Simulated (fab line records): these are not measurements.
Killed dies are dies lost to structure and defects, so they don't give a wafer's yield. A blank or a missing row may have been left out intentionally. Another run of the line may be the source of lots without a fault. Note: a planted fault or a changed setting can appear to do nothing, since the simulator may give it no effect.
Matching of chambers + flow n5_finfet + pecvd-03 running N5_SDB_HM_DEP_00: 3 sister chambers
The step deposits SiNx from SiH4/NH3/N2, target thk 40 nm, time 35.3 s. 6 wafers are shown with their chamber, then 10 later ones without.

## EACH WAFER AND ITS CHAMBER
| wafer  | chamber | throttle_valve_pct (%) | showerhead_plenum_p_Torr (Torr) |
|--------|---------|------------------------|---------------------------------|
| L082.1 | 1       | 42.6                   | 5.17                            |
| L082.6 | 1       | 42.5                   | 5.16                            |
| L083.4 | 0       | 42.7                   | 5.28                            |
| L083.6 | 2       | 38.1                   | 5.16                            |
| L086.3 | 2       | 38.3                   | 5.16                            |
| L086.4 | 0       | 42.6                   | 5.28                            |

## WAFERS WHOSE CHAMBER IS MISSING
| wafer  | throttle_valve_pct (%) | showerhead_plenum_p_Torr (Torr) |
|--------|------------------------|---------------------------------|
| L086.6 | 38.4                   | 5.17                            |
| L092.1 | 38.7                   | 5.17                            |
| L092.2 | 42.5                   | 5.17                            |
| L092.5 | 38.6                   | 5.17                            |
| L093.1 | 42.8                   | 5.28                            |
| L093.3 | 38.7                   | 5.17                            |
| L093.4 | 38.4                   | 5.18                            |
| L094.2 | 42.9                   | 5.28                            |
| L094.3 | 38.3                   | 5.18                            |
| L094.6 | 38.7                   | 5.16                            |

## THE CHAMBER EACH PASSED THROUGH
| wafer  | from the rows above | in truth |
|--------|---------------------|----------|
| L086.6 | 2                   | 2        |
| L092.1 | 2                   | 2        |
| L092.2 | 1                   | 1        |
| L092.5 | 2                   | 2        |
| L093.1 | 0                   | 0        |
| L093.3 | 2                   | 2        |
| L093.4 | 2                   | 2        |
| L094.2 | 0                   | 0        |
| L094.3 | 2                   | 2        |
| L094.6 | 2                   | 2        |
Placed correctly: 10 of 10. From these rows, 0 cannot be placed. Number placed wrongly: 0.
How it was worked out, from the rows above alone: a wafer's distance from a chamber is the root of the sum, over the readings, of the square of ((its reading less the chamber's mean) divided by the reading's scatter). The wafer belongs to the nearest chamber; if the next one is less than 2 further off, it can't be placed. Each chamber's mean is taken over the wafers shown for it. How the scatter is found: for the shown wafers, subtract from each reading the mean of its chamber, square and add these, divide the total by (wafers less chambers), then take the root.
